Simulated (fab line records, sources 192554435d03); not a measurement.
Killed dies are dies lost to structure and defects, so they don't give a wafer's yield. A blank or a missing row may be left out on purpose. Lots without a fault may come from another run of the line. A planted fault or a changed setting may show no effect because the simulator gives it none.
Problem report in the 8D (eight disciplines) form, filled by code | flow n5_finfet | the parts of the form that need people (team, actions taken, sign-off) are left out
Where a reading is given only as a bound, like >300, the bound stands for it, and a mean or a difference that rests on one is marked > or <: the true number lies beyond.

1. THE PROBLEM
raw_defect_count at N5_BEOL_M0_SAQP_INSPECT_42 reads a mean of 1545 on 6 wafers of 2 lots; wafers without a fault read 288 with a standard deviation of 81. That is +16 standard deviations from the usual mean.
The step: inspects for defects (brightfield).
First seen on wafer L259.1, day 8 22:14, on defect_inspect-01. The record holds 24 wafers of 8 lots with a number at this step. Rule for "out", or "out of limits": more than 4 standard deviations from the usual mean. The other wafers with a number count as sound.

2. WHAT IT IS AND WHAT IT IS NOT
question                    | is                                   | is not
which readings at this step | raw_defect_count                     | -
which lots                  | L259, L261                           | L248, L249, L250, L251, L255, L269
which wafers of those lots  | all that have a number               | -
read on which gauges        | defect_inspect-01, defect_inspect-02 | -
when                        | from day 8 22:14                     | up to then (15 sound wafers); but 3 sound wafers of L269 came after

3. SUSPECTS, AND WHAT RULES EACH OUT
Counting: a tool at a process step up to the reading stays a suspect if it ran every lot that is out and no sound lot after the first of them.
- the gauge at N5_BEOL_M0_SAQP_INSPECT_42: ruled out. The wafers that are out were read on 2 gauges (defect_inspect-01, defect_inspect-02).
- rie_diel-06 at N5_BEOL_M0_SAQP_STRIP_108 (strips in N2/H2): ruled out as a lasting fault. Sound lots L269 ran on it after its first lot that is out, L259 (day 8 20:53).
- vapor_etch-01 at N5_BEOL_M0_SAQP_RECESS_109 (chemistry HF/NH3, target SiO2, target depth 3 nm, afs cycles 1, sublimation time 60 s): kept. It ran every lot that is out, first L259 (day 8 20:57), and no sound lot after that; its last sound lot up to then is L255 (day 7 19:58).
Left after counting: vapor_etch-01 at N5_BEOL_M0_SAQP_RECESS_109.

4. THE CAUSE (what the simulator had put in)
Chamber particle source: vapor_etch-01, from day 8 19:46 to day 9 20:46, at N5_BEOL_M0_SAQP_RECESS_109. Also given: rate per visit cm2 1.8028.
Counting left only this tool.

5. THE CHAIN OF EFFECTS, in route order
Each row: a reading whose mean over the struck wafers that have a number lies more than 3 standard deviations from the usual. Only readings for which the record gives a usual standard deviation are gone through. hours: the time from each lot's start at the first step in this table that gives one to its start at this step, as a median over the lots. sigmas: the change in usual standard deviations.
hours | step                       | reading              | usual  | on struck wafers | change | sigmas
0     | N5_BEOL_M0_SAQP_INSPECT_42 | raw_defect_count     | 288    | 1545             | +1257  | +16
1     | N5_BEOL_M0_CUTY_INSPECT_59 | raw_defect_count     | 2.0    | >300             | >+298  | +99 or more
158   | N5_PASSIVATION_PROBE_49    | defect_limited_yield | 91.1 % | 86.4             | -4.7   | -3.4
158   | N5_PASSIVATION_PROBE_49    | killed_at_M0_to_M3   | 34     | 108              | +74    | +6.7
158   | N5_PASSIVATION_PROBE_49    | killed_dies          | 105    | 161              | +56    | +3.3
158   | N5_PASSIVATION_PROBE_49    | killed_on_rim        | 14     | 28               | +14    | +3.3
158   | N5_PASSIVATION_PROBE_49    | sort_n_pass          | 1075   | 1019             | -56    | -3.3
158   | N5_PASSIVATION_PROBE_49    | sort_yield_pct       | 91.1 % | 86.4             | -4.7   | -3.4
The process steps in it:
- N5_PASSIVATION_PROBE_49
Later measuring or inspecting steps at which every struck wafer that the step has a row for has a number for every such reading, and none has moved that far: N5_BEOL_M4_RC_MEAS_101.

6. WHAT WOULD HAVE CAUGHT IT SOONER
In this record the first reading out of limits at a measuring or inspecting step was taken at day 8 22:14, 2 hours after the fault began at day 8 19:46.
Of the tool readings at N5_BEOL_M0_SAQP_RECESS_109 for which the record gives a usual standard deviation, none was out on any struck wafer, so an alarm limit of 4 standard deviations on them would not have fired.
Of the lots that are out (2), L261 began N5_BEOL_M0_SAQP_RECESS_109 on vapor_etch-01 after day 8 22:14. A hold on the tool at that time would have spared it.
